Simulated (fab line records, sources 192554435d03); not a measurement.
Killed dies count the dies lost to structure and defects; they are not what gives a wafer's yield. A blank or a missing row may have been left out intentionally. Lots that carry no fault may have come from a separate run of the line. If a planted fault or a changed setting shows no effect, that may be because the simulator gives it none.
fab line records	flow n5-finfet
[record] lots = 7	wafers = 21
route steps=1938 shown HKMG_FIN@392 GATE_CUT@480 MOL_CONTACT_COAG@523 BEOL_M0_SAQP@646 BEOL_M0@715 BEOL_M1@761
start-h: start of the lot's first displayed wafer, in hours after the record's first day	wait-h: hours from the lot's prior step to this one	" repeats the value in the row above	L1.1+2: several wafers, shown together as one row	- no value, or no start given	* or withheld: withheld	< > ~ a bound
route shown NAME@n: a module of which the file shows steps, and the number in the route of the first	usual: mean/standard deviation taken from wafers without a fault	same: alike in all rows	chamber/n: place in a boat	sites: the reading at each site	_std_site: standard deviation of those values	_edge_site: outer sites' mean less inner sites'	radius-mm: for every site, how far away it sits from the centre of the wafer	mask NAME#n: copy n	behind: the most recent tool/chamber to have shaped the wafer	hold: why the lot went on hold/how many hours it stayed there/how the hold came to an end	device: the n, p or np transistor that did not switch	end of line: tests of these same wafers at the route's end	a step without rows: its recipe alone	killed: at the first sort, the dies lost to defects and structure; wafer yield is something else	map: dies across one wafer; x = killed, . = not, _ = none there
set.NAME: the setting the step ran with; set.NAME@STEP: the setting that earlier step ran with	model.NAME: the simulator's own value behind a step, which no gauge read
lots whose settings were changed on purpose; a table a step, a row a wafer
[[steps]]
[step N5_HKMG_FIN_COAT_43]
[recipe] resist = CAR-ArF	spin-rpm = 1500	resist-thk-nm = 90
lot.wafer	tool	chamber	start-h	wait-h	set.spin-rpm	model.CAR-ArF_of_HKMG_FIN_COAT_43.thk-nm
L076.1	litho-track-02	0	-	-	1394	93.4
L076.2	"	0	"	"	1500	89.8
L076.6	"	0	"	"	1394	93.2
L077.2	litho-track-04	0	-	-	1500	90
L077.4+5	"	0	"	"	1500	90.2
L081.4	litho-track-02	0	-	-	1500	89.8
L081.5+6	"	0	"	"	1573	88
L080.2	litho-track-02	0	-	-	1500	89.8
L080.5	"	0	"	"	1500	89.4
L080.6	"	0	"	"	1605	86.8
L084.1+5	litho-track-05	0	-	-	1500	90
L084.4	"	0	"	"	1500	89.8
L085.2	litho-track-04	0	-	-	1454	91.2
L085.3	"	0	"	"	1500	90.2
L085.5	"	0	"	"	1454	91.6
L095.1	litho-track-04	0	-	-	1500	90
L095.2	"	0	"	"	1500	89.8
L095.5	"	0	"	"	1500	90.2
[step N5_HKMG_FIN_EBR_45]
[recipe] solvent = PGMEA	ebr-width-mm = 1.5
[step N5_HKMG_FIN_SOFTBAKE_44]
[recipe] temp-c = 110	time-s = 60	resist = CAR-ArF
[step N5_HKMG_FIN_DESCUM_53]
[recipe] chemistry = O2	time-s = 7.9	source-power-w = 50	bias-power-w = 20	pressure-mtorr = 20	rf-frequency-hz = 2.712e+07	temp-c = 40	resist = CAR-ArF	o2-flow-sccm = 225
lot.wafer	tool	chamber	start-h	wait-h	set.spin-rpm@HKMG_FIN_COAT_43	model.CAR-ArF_of_HKMG_FIN_COAT_43.thk-nm
L076.1	rie-diel-06	0	83.93	0.0	1394	86.8
L076.2	"	1	"	"	1500	83.4
L076.6	"	0	"	"	1394	86.4
L077.2	rie-diel-06	1	89.57	0.6	1500	83.6
L077.4+5	"	3,2	"	"	1500	83.8
L081.4	rie-diel-04	1	113.89	0.0	1500	83.2
L081.5	"	0	"	"	1573	81.4
L081.6	"	1	"	"	1573	81.6
L080.2	rie-diel-04	1	120.42	0.2	1500	83.2
L080.5	"	3	"	"	1500	82.8
L080.6	"	2	"	"	1605	80.2
L084.1	rie-diel-06	3	139.03	0.0	1500	83.6
L084.4	"	0	"	"	1500	83.2
L084.5	"	0	"	"	1500	83.4
L085.2	rie-diel-06	1	140.15	0.0	1454	84.8
L085.3	"	3	"	"	1500	83.8
L085.5	"	1	"	"	1454	85.2
L095.1+5	rie-diel-04	0,3	197.85	0.0	1500	83.4
L095.2	"	1	"	"	1500	83.2
[step N5_HKMG_FIN_ETCH_54]
[recipe] chemistry = CF4	target = SiARC	target-depth-a = 455	mask-material = CAR-ArF	time-s = 75.8	ion-energy-ev = 80	pressure-mtorr = 40	source-w = 545	bias-w = 36	Ar_flow_sccm = 100	cf4-flow-sccm = 100	ends = cleared
[step N5_HKMG_FIN_ETCH_55]
[recipe] chemistry = N2/H2	target = SOC	target-depth-a = 2400	temp-c = 40	time-s = 300	ion-energy-ev = 200	mask-material = SiARC	pressure-mtorr = 30	source-w = 840	bias-w = 150	n2-flow-sccm = 200	h2-flow-sccm = 200
[step N5_HKMG_FIN_WET_ETCH_82]
[recipe] chemistry = dHCl	mix = 1:10000	temp-c = 25	target = La2O3	stop-on = HfO2	target-depth-nm = 2	dry = ipa-marangoni	rinse-time-s = 30	rinse-temp-c = 23
[step N5_HKMG_FIN_ALD_36]
[recipe] material = TiN	target-thk-a = 10	temp-c = 400	ald-precursor-family = TiCl4	ald-co-reactant = NH3	pulse-time-s = 1	purge-time-s = 3	co-reactant-purge-time-s = 2	co-reactant-pulse-time-s = 2	ald-cycles = 47	pressure-torr = 3
[step N5_HKMG_FIN_THK_MEAS_70]
[recipe] thk-meas-gauge = xrf	reads = HfO2_of_HKMG_FIN_HK_ALD_01
[usual] HK_THK = 1.585/0.02
lot.wafer	tool	chamber	start-h	wait-h	set.ald-cycles@HKMG_FIN_HK_ALD_01	HK_THK[nm]
L076.1	film-metro-02	-	86.72	0.2	30	1.580
L076.2	"	-	"	"	30	1.579
L076.6	"	-	"	"	30	1.622
L077.2	film-metro-01	-	92.07	0.2	30	1.591
L077.4	"	-	"	"	30	1.579
L077.5	"	-	"	"	30	1.550
L081.4	film-metro-01	-	116.30	0.2	32	1.709
L081.5	"	-	"	"	30	1.595
L081.6	"	-	"	"	32	1.709
L080.2	film-metro-02	-	122.86	0.2	27	1.448
L080.5	"	-	"	"	30	1.610
L080.6	"	-	"	"	30	1.553
L084.1	film-metro-01	-	141.43	0.2	30	1.551
L084.4	"	-	"	"	26	1.379
L084.5	"	-	"	"	30	1.599
L085.2	film-metro-01	-	142.66	0.2	33	1.736
L085.3	"	-	"	"	33	1.733
L085.5	"	-	"	"	30	1.577
L095.1	film-metro-02	-	200.30	0.2	30	1.571
L095.2	"	-	"	"	30	1.617
L095.5	"	-	"	"	30	1.570
[step N5_GATE_CUT_COAT_27]
[recipe] resist = underlayer	temp-c = 205	time-s = 60	spin-rpm = 1500	resist-thk-nm = 10
lot.wafer	tool	chamber	start-h	wait-h	set.spin-rpm	model.underlayer_of_GATE_CUT_COAT_27.thk-nm
L076.1+2+6	litho-track-01	0	-	-	1500	10
L077.2+4+5	litho-track-03	0	-	-	1500	10
L081.4+5	litho-track-05	0	-	-	1602	9.6
L081.6	"	0	"	"	1500	10
L080.2	litho-track-01	0	-	-	1500	10
L080.5+6	"	0	"	"	1440	10.2
L084.1+4+5	litho-track-05	0	-	-	1500	10
L085.2+3+5	litho-track-03	0	-	-	1500	10
L095.1	litho-track-01	0	-	-	1594	9.6
L095.2+5	"	0	"	"	1500	10
[step N5_GATE_CUT_DESCUM_18]
[recipe] chemistry = O2	time-s = 7	source-power-w = 50	bias-power-w = 20	pressure-mtorr = 20	rf-frequency-hz = 2.712e+07	temp-c = 40	resist = CAR-EUV	o2-flow-sccm = 225
lot.wafer	tool	chamber	start-h	wait-h	set.time-s	model.CAR-EUV_of_GATE_CUT_COAT_07.thk-nm
L076.1	rie-diel-03	2	97.04	0.1	7	25.8
L076.2	"	3	"	"	7.529	25.6
L076.6	"	1	"	"	7	26
L077.2+5	rie-diel-01	2,0	102.48	0.0	7	26.2
L077.4	"	3	"	"	7	26
L081.4+5	rie-diel-05	3,2	125.61	0.0	5.456	26.8
L081.6	"	3	"	"	7	26
L080.2	rie-diel-03	2	132.17	0.2	7	26.2
L080.5	"	0	"	"	5.505	26.8
L080.6	"	1	"	"	7	26
L084.1+4+5	rie-diel-03	2,3,1	150.46	0.0	7	26
L085.2	rie-diel-01	1	152.74	0.3	7	26
L085.3+5	"	2	"	"	8.006	25.6
L095.1+5	rie-diel-01	0,2	209.43	0.0	7	26
L095.2	"	2	"	"	7	25.8
[step N5_GATE_CUT_ETCH_28]
[recipe] chemistry = N2/H2	target = underlayer	target-depth-a = 130	mask-material = CAR-EUV	time-s = 10.4	ion-energy-ev = 200	pressure-mtorr = 30	source-w = 840	bias-w = 150	n2-flow-sccm = 200	h2-flow-sccm = 200	ends = cleared
lot.wafer	tool	chamber	start-h	wait-h	set.spin-rpm@GATE_CUT_COAT_27	model.etch.depth-nm
L076.1	rie-diel-03	2	97.07	0.0	1500	10.05
L076.2	"	3	"	"	1500	10.03
L076.6	"	1	"	"	1500	10.01
L077.2	rie-diel-01	2	102.51	0.0	1500	9.983
L077.4	"	3	"	"	1500	9.993
L077.5	"	0	"	"	1500	9.967
L081.4	rie-diel-05	3	125.65	0.0	1602	9.635
L081.5	"	2	"	"	1602	9.661
L081.6	"	3	"	"	1500	10.01
L080.2	rie-diel-03	2	132.21	0.0	1500	9.979
L080.5	"	0	"	"	1440	10.18
L080.6	"	1	"	"	1440	10.21
L084.1	rie-diel-03	2	150.50	0.0	1500	9.949
L084.4	"	3	"	"	1500	9.955
L084.5	"	1	"	"	1500	9.977
L085.2+3	rie-diel-01	1,2	152.77	0.0	1500	10
L085.5	"	2	"	"	1500	9.987
L095.1	rie-diel-01	0	209.47	0.0	1594	9.69
L095.2	"	2	"	"	1500	9.945
L095.5	"	2	"	"	1500	9.961
[step N5_MOL_CONTACT_COAG_EXPOSE_05]
[recipe] mask-id = CA	na = 0.33	source-shape = annular	sigma-inner = 0.4	sigma-outer = 0.8	polarization = unpolarized	defocus-nm = 0	dose-mj = 38.25
lot.wafer	tool	chamber	start-h	wait-h	mask	set.dose-mj
L076.1+2+6	euv-scanner-02	0	101.57	-	CA#0	38.25
L077.2+4+5	euv-scanner-02	0	106.01	-	CA#0	38.25
L081.4	euv-scanner-02	0	129.93	-	CA#0	36.58
L081.5+6	"	0	"	"	CA#0	38.25
L080.2+5+6	euv-scanner-01	0	136.09	-	CA#0	38.25
L084.1	euv-scanner-02	0	154.01	-	CA#0	35.86
L084.4+5	"	0	"	"	CA#0	38.25
L085.2+3+5	euv-scanner-01	0	156.46	-	CA#0	39.81
L095.1+5	euv-scanner-02	0	212.97	-	CA#0	37.15
L095.2	"	0	"	"	CA#0	38.25
[step N5_MOL_CONTACT_COAG_PEB_06]
[recipe] peb-temp-c = 100	peb-time-s = 60	resist = CAR-EUV
[step N5_MOL_CONTACT_COAG_DEVELOP_07]
[recipe] develop-time-s = 30	developer = TMAH	resist = CAR-EUV	rinse-liquid = surfactant-rinse	dry = air-spin	dev-temp-c = 23
[step N5_MOL_CONTACT_COAG_CD_MEAS_08]
[recipe] target-cd-nm = 28	landing-energy-ev = 500	detector = se-inlens	polarity = opening
[usual] cd-nm = 27.99/0.23
lot.wafer	tool	chamber	start-h	wait-h	set.dose-mj@MOL_CONTACT_COAG_EXPOSE_05	cd-nm
L076.1	cd-sem-03	0	101.69	-	38.25	28.13
L076.2	"	0	"	"	38.25	27.71
L076.6	"	0	"	"	38.25	27.81
L077.2	cd-sem-03	0	106.14	-	38.25	28.11
L077.4	"	0	"	"	38.25	28.11
L077.5	"	0	"	"	38.25	27.93
L081.4	cd-sem-03	0	130.05	-	36.58	27.17
L081.5	"	0	"	"	38.25	27.93
L081.6	"	0	"	"	38.25	28.06
L080.2	cd-sem-01	0	136.22	-	38.25	28.09
L080.5	"	0	"	"	38.25	27.97
L080.6	"	0	"	"	38.25	28.02
L084.1	cd-sem-01	0	154.14	-	35.86	26.70
L084.4	"	0	"	"	38.25	27.60
L084.5	"	0	"	"	38.25	27.63
L085.2	cd-sem-02	0	156.59	-	39.81	28.64
L085.3	"	0	"	"	39.81	28.88
L085.5	"	0	"	"	39.81	28.86
L095.1	cd-sem-01	0	213.10	-	37.15	26.77
L095.2	"	0	"	"	38.25	28.02
L095.5	"	0	"	"	37.15	27.07
[step N5_MOL_CONTACT_COAG_DESCUM_13]
[recipe] chemistry = O2	time-s = 7	source-power-w = 50	bias-power-w = 20	pressure-mtorr = 20	rf-frequency-hz = 2.712e+07	temp-c = 40	resist = CAR-EUV	o2-flow-sccm = 225
[step N5_MOL_CONTACT_COAG_ETCH_59]
[recipe] chemistry = N2/H2	target = underlayer	target-depth-a = 130	mask-material = CAR-EUV	time-s = 10.4	ion-energy-ev = 200	pressure-mtorr = 30	source-w = 840	bias-w = 150	n2-flow-sccm = 200	h2-flow-sccm = 200	ends = cleared
lot.wafer	tool	chamber	start-h	wait-h	set.dose-mj@MOL_CONTACT_COAG_EXPOSE_05	model.MOL_CONTACT_COAG.cd-offset-nm
L076.1+6	rie-diel-04	1,3	101.85	0.0	38.25	-0.4
L076.2	"	0	"	"	38.25	-0.2
L077.2+4	rie-diel-06	1,0	106.30	0.0	38.25	0.2
L077.5	"	0	"	"	38.25	0
L081.4	rie-diel-06	3	130.20	0.0	36.58	-1
L081.5	"	2	"	"	38.25	-0.4
L081.6	"	1	"	"	38.25	0.2
L080.2+5	rie-diel-04	0,2	136.37	0.0	38.25	0
L080.6	"	1	"	"	38.25	-0.6
L084.1	rie-diel-04	1	154.30	0.0	35.86	-1.8
L084.4+5	"	2	"	"	38.25	0
L085.2+3	rie-diel-02	0,1	156.87	0.0	39.81	1
L085.5	"	1	"	"	39.81	0.8
L095.1	rie-diel-02	2	213.26	0.0	37.15	-1.2
L095.2	"	3	"	"	38.25	-0.2
L095.5	"	2	"	"	37.15	-0.8
[step N5_BEOL_M0_SAQP_EXPOSE_11]
[recipe] mask-id = M0_CORE	na = 1.35	source-shape = dipole	sigma-inner = 0.538	sigma-outer = 0.738	polarization = te	target-cd-nm = 42	dose-mj = 55
lot.wafer	tool	chamber	start-h	wait-h	mask	set.dose-mj
L077.2+4+5	arfi-scanner-03	0	132.90	-	M0_CORE#0	55
L076.1+2	arfi-scanner-03	0	132.94	-	M0_CORE#0	51.77
L076.6	"	0	"	"	M0_CORE#0	55
L081.4+5	arfi-scanner-02	0	148.55	-	M0_CORE#0	55
L081.6	"	0	"	"	M0_CORE#0	56.91
L080.2+5	arfi-scanner-02	0	154.95	-	M0_CORE#0	51.52
L080.6	"	0	"	"	M0_CORE#0	55
L084.1+4	arfi-scanner-02	0	173.97	-	M0_CORE#0	53.86
L084.5	"	0	"	"	M0_CORE#0	55
L085.2+3+5	arfi-scanner-03	0	174.70	-	M0_CORE#0	55
L095.1+5	arfi-scanner-01	0	231.69	-	M0_CORE#0	58.64
L095.2	"	0	"	"	M0_CORE#0	55
[step N5_BEOL_M0_SAQP_PEB_12]
[recipe] peb-temp-c = withheld	peb-time-s = 60	resist = CAR-ArF
[step N5_BEOL_M0_SAQP_DEVELOP_13]
[recipe] develop-time-s = 30	developer = TMAH	resist = CAR-ArF	dev-temp-c = 23	rinse-liquid = diw	dry = air-spin
[step N5_BEOL_M0_SAQP_CD_MEAS_14]
[recipe] target-cd-nm = 42.5	landing-energy-ev = 500	detector = se-inlens
[usual] cd-nm = 42.6/0.35
lot.wafer	tool	chamber	start-h	wait-h	set.dose-mj@BEOL_M0_SAQP_EXPOSE_11	cd-nm
L077.2	cd-sem-02	0	133.02	-	55	42.6
L077.4	"	0	"	"	55	42.9
L077.5	"	0	"	"	55	42.4
L076.1	cd-sem-02	0	133.07	-	51.77	44.5
L076.2	"	0	"	"	51.77	44.1
L076.6	"	0	"	"	55	42.5
L081.4	cd-sem-03	0	148.66	-	55	42.6
L081.5	"	0	"	"	55	42.0
L081.6	"	0	"	"	56.91	41.9
L080.2	cd-sem-01	0	155.07	-	51.52	44.9
L080.5	"	0	"	"	51.52	44.7
L080.6	"	0	"	"	55	43.4
L084.1	cd-sem-03	0	174.10	-	53.86	43.3
L084.4	"	0	"	"	53.86	42.8
L084.5	"	0	"	"	55	42.1
L085.2	cd-sem-02	0	174.82	-	55	42.6
L085.3	"	0	"	"	55	43.2
L085.5	"	0	"	"	55	42.9
L095.1	cd-sem-01	0	231.82	-	58.64	40.7
L095.2	"	0	"	"	55	43.2
L095.5	"	0	"	"	58.64	41.6
[step N5_BEOL_M0_ETCH_138]
[recipe] chemistry = CH3F/O2	target-depth-a = 120	target = SiCN	time-s = 31.6	ion-energy-ev = 120	pressure-mtorr = 30	source-w = 395	bias-w = 75	Ar_flow_sccm = 150	CH3F_flow_sccm = 30	O2_flow_sccm = 20	ends = cleared
[usual] rf-vpp-V = 296.8/1.4
lot.wafer	tool	chamber	start-h	wait-h	set.source-w	rf-vpp-V
L077.2	rie-diel-04	2	138.93	0.0	395	296.1
L077.4	"	1	"	"	395	294.7
L077.5	"	3	"	"	395	295.7
L076.1	rie-diel-02	3	140.07	0.0	330.2	313.4
L076.2	"	0	"	"	395	296.3
L076.6	"	3	"	"	395	297.2
L081.4	rie-diel-06	0	154.54	0.0	442.8	285.1
L081.5	"	3	"	"	395	297.1
L081.6	"	1	"	"	395	296.0
L080.2	rie-diel-06	1	161.67	0.0	448.2	284.5
L080.5	"	0	"	"	395	295.7
L080.6	"	1	"	"	395	298.5
L084.1	rie-diel-04	3	180.13	0.0	341.4	312.9
L084.4	"	3	"	"	341.4	309.0
L084.5	"	1	"	"	395	294.8
L085.2	rie-diel-04	0	181.33	0.0	349.4	311.2
L085.3	"	3	"	"	395	295.5
L085.5	"	0	"	"	349.4	310.4
L095.1	rie-diel-06	0	237.95	0.0	357.3	306.0
L095.2	"	2	"	"	357.3	307.1
L095.5	"	1	"	"	395	298.3
[step N5_BEOL_M1_EXPOSE_08]
[recipe] mask-id = M1	na = 0.33	source-shape = dipole	sigma-inner = 0.369	sigma-outer = 0.767	polarization = unpolarized	dose-mj = 33
lot.wafer	tool	chamber	start-h	wait-h	mask	set.dose-mj
L077.2+4+5	euv-scanner-01	0	148.63	-	M1#0	33
L076.1+2	euv-scanner-02	0	148.85	-	M1#0	33
L076.6	"	0	"	"	M1#0	32.37
L081.4+5+6	euv-scanner-02	0	160.06	-	M1#0	33
L080.2+6	euv-scanner-01	0	168.76	-	M1#0	31.18
L080.5	"	0	"	"	M1#0	33
L084.1+4	euv-scanner-02	0	188.71	-	M1#0	33
L084.5	"	0	"	"	M1#0	35.13
L085.2+3	euv-scanner-01	0	188.88	-	M1#0	31.43
L085.5	"	0	"	"	M1#0	33
L095.1+2+5	euv-scanner-01	0	246.07	-	M1#0	33
[step N5_BEOL_M1_PEB_09]
[recipe] peb-temp-c = 100	peb-time-s = 60	resist = CAR-EUV
[step N5_BEOL_M1_DEVELOP_10]
[recipe] develop-time-s = 30	developer = TMAH	resist = CAR-EUV	rinse-liquid = surfactant-rinse	dry = air-spin	dev-temp-c = 23
[step N5_BEOL_M1_DESCUM_16]
[recipe] chemistry = O2	time-s = 7	source-power-w = 50	bias-power-w = 20	pressure-mtorr = 20	rf-frequency-hz = 2.712e+07	temp-c = 40	resist = CAR-EUV	o2-flow-sccm = 225
[step N5_BEOL_M1_ETCH_74]
[recipe] chemistry = N2/H2	target = underlayer	target-depth-a = 65	mask-material = CAR-EUV	time-s = 5.2	ion-energy-ev = 200	pressure-mtorr = 30	source-w = 840	bias-w = 150	n2-flow-sccm = 200	h2-flow-sccm = 200	ends = cleared
lot.wafer	tool	chamber	start-h	wait-h	set.dose-mj@BEOL_M1_EXPOSE_08	model.BEOL_M1.cd-offset-nm
L077.2	rie-diel-01	3	148.91	0.0	33	0.2
L077.4+5	"	0,2	"	"	33	0.4
L076.1	rie-diel-03	1	149.19	0.0	33	0.2
L076.2	"	2	"	"	33	0
L076.6	"	1	"	"	32.37	0
L081.4	rie-diel-01	3	160.32	0.0	33	0.4
L081.5+6	"	2,3	"	"	33	0.2
L080.2+6	rie-diel-03	2,3	169.50	0.0	31.18	-1.2
L080.5	"	2	"	"	33	0.2
L084.1	rie-diel-01	2	188.99	0.0	33	0.2
L084.4	"	0	"	"	33	0.4
L084.5	"	0	"	"	35.13	1.4
L085.2	rie-diel-03	0	189.28	0.0	31.43	-0.8
L085.3	"	1	"	"	31.43	-0.6
L085.5	"	2	"	"	33	0.2
L095.1	rie-diel-05	3	246.35	0.0	33	0.4
L095.2	"	0	"	"	33	0
L095.5	"	0	"	"	33	0.6
[step N5_BEOL_M1_ETCH_63]
[recipe] chemistry = CF4	target = SiARC	target-depth-a = 156	mask-material = CAR-EUV	time-s = 26	ion-energy-ev = 80	pressure-mtorr = 40	source-w = 545	bias-w = 36	Ar_flow_sccm = 100	cf4-flow-sccm = 100	ends = cleared
lot.wafer	tool	chamber	start-h	wait-h	set.dose-mj@BEOL_M1_EXPOSE_08	model.BEOL_M1.cd-offset-nm
L077.2+4	rie-diel-01	3,0	148.93	0.0	33	0.2
L077.5	"	2	"	"	33	0.4
L076.1+2	rie-diel-03	1,2	149.21	0.0	33	0
L076.6	"	1	"	"	32.37	-0.2
L081.4+5	rie-diel-01	3,2	160.34	0.0	33	0.4
L081.6	"	3	"	"	33	0
L080.2	rie-diel-03	2	169.52	0.0	31.18	-1
L080.5	"	2	"	"	33	0.2
L080.6	"	3	"	"	31.18	-1.2
L084.1	rie-diel-01	2	189.01	0.0	33	0.4
L084.4	"	0	"	"	33	0.2
L084.5	"	0	"	"	35.13	1.4
L085.2+3	rie-diel-03	0,1	189.29	0.0	31.43	-0.6
L085.5	"	2	"	"	33	0.2
L095.1	rie-diel-05	3	246.37	0.0	33	0.4
L095.2	"	0	"	"	33	0.2
L095.5	"	0	"	"	33	0.6
[step N5_BEOL_M1_ETCH_64]
[recipe] chemistry = N2/H2	target = SOC	target-depth-a = 750	overetch-a = 150	mask-material = SiARC	temp-c = 40	time-s = 112.5	ion-energy-ev = 200	pressure-mtorr = 30	source-w = 840	bias-w = 150	n2-flow-sccm = 200	h2-flow-sccm = 200
[usual] rf-vpp-V = 522.8/1.8
lot.wafer	tool	chamber	start-h	wait-h	set.bias-w	set.dose-mj@BEOL_M1_EXPOSE_08	rf-vpp-V	model.BEOL_M1.cd-offset-nm
L077.2	rie-diel-01	3	148.96	0.0	150	33	521.3	0
L077.4	"	0	"	"	150	33	524.3	0.4
L077.5	"	2	"	"	150	33	522.6	0.2
L076.1	rie-diel-03	1	149.23	0.0	160.2	33	545.1	0.2
L076.2	"	2	"	"	150	33	522.8	0
L076.6	"	1	"	"	160.2	32.37	544.2	-0.2
L081.4	rie-diel-01	3	160.37	0.0	129.9	33	475.4	0
L081.5	"	2	"	"	150	33	522.2	0.2
L081.6	"	3	"	"	150	33	520.6	-0.4
L080.2	rie-diel-03	2	169.55	0.0	175.4	31.18	577.1	-1.2
L080.5	"	2	"	"	150	33	522.2	0.2
L080.6	"	3	"	"	175.4	31.18	576.2	-1.2
L084.1	rie-diel-01	2	189.04	0.0	161.1	33	544.9	0.2
L084.4	"	0	"	"	150	33	524.2	0.4
L084.5	"	0	"	"	161.1	35.13	548.9	1.8
L085.2	rie-diel-03	0	189.32	0.0	162.3	31.43	549.9	-0.4
L085.3	"	1	"	"	150	31.43	522.0	-0.2
L085.5	"	2	"	"	150	33	523.6	0.2
L095.1	rie-diel-05	3	246.39	0.0	150	33	524.5	0.6
L095.2	"	0	"	"	150	33	522.1	0.6
L095.5	"	0	"	"	150	33	522.7	1
[[key]]
[split] step = N5_HKMG_FIN_COAT_43	setting = spin-rpm	stated = 1500	by = wafer
[response] step = N5_HKMG_FIN_COAT_43	reading = model.CAR-ArF_of_HKMG_FIN_COAT_43.thk-nm	change = -0.43	per = 1%	r = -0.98
[response] step = N5_HKMG_FIN_DESCUM_53	reading = model.CAR-ArF_of_HKMG_FIN_COAT_43.thk-nm	change = -0.41	per = 1%	r = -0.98
[split] step = N5_GATE_CUT_COAT_27	setting = spin-rpm	stated = 1500	by = wafer
[response] step = N5_GATE_CUT_COAT_27	reading = model.underlayer_of_GATE_CUT_COAT_27.thk-nm	change = -0.0594	per = 1%	r = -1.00
[response] step = N5_GATE_CUT_ETCH_28	reading = model.etch.depth-nm	change = -0.0489	per = 1%	r = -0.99
[split] step = N5_GATE_CUT_DESCUM_18	setting = time-s	stated = 7	by = wafer
[response] step = N5_GATE_CUT_DESCUM_18	reading = model.CAR-EUV_of_GATE_CUT_COAT_07.thk-nm	change = -0.0337	per = 1%	r = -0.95
[split] step = N5_MOL_CONTACT_COAG_EXPOSE_05	setting = dose-mj	stated = 38.25	by = wafer
[response] step = N5_MOL_CONTACT_COAG_CD_MEAS_08	reading = cd-nm	change = +0.188	per = 1%	r = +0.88
[response] step = N5_MOL_CONTACT_COAG_ETCH_59	reading = model.MOL_CONTACT_COAG.cd-offset-nm	change = +0.263	per = 1%	r = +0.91
[split] step = N5_BEOL_M0_SAQP_EXPOSE_11	setting = dose-mj	stated = 55	by = wafer
[response] step = N5_BEOL_M0_SAQP_CD_MEAS_14	reading = cd-nm	change = -0.275	per = 1%	r = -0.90
[split] step = N5_BEOL_M0_ETCH_138	setting = source-w	stated = 395	by = wafer
[response] step = N5_BEOL_M0_ETCH_138	reading = rf-vpp-V	change = -1.05	per = 1%	r = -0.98
[split] step = N5_BEOL_M1_EXPOSE_08	setting = dose-mj	stated = 33	by = wafer
[response] step = N5_BEOL_M1_ETCH_74	reading = model.BEOL_M1.cd-offset-nm	change = +0.196	per = 1%	r = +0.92
[response] step = N5_BEOL_M1_ETCH_63	reading = model.BEOL_M1.cd-offset-nm	change = +0.188	per = 1%	r = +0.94
[response] step = N5_BEOL_M1_ETCH_64	reading = model.BEOL_M1.cd-offset-nm	change = +0.207	per = 1%	r = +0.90
[split] step = N5_BEOL_M1_ETCH_64	setting = bias-w	stated = 150	by = wafer
[response] step = N5_BEOL_M1_ETCH_64	reading = rf-vpp-V	change = +3.27	per = 1%	r = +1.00
split outside-this-file step=N5_HKMG_FIN_HK_ALD_01 setting=ald-cycles
// split outside-this-file: this setting was split too, and the file shows its column; the key of that split is in another file
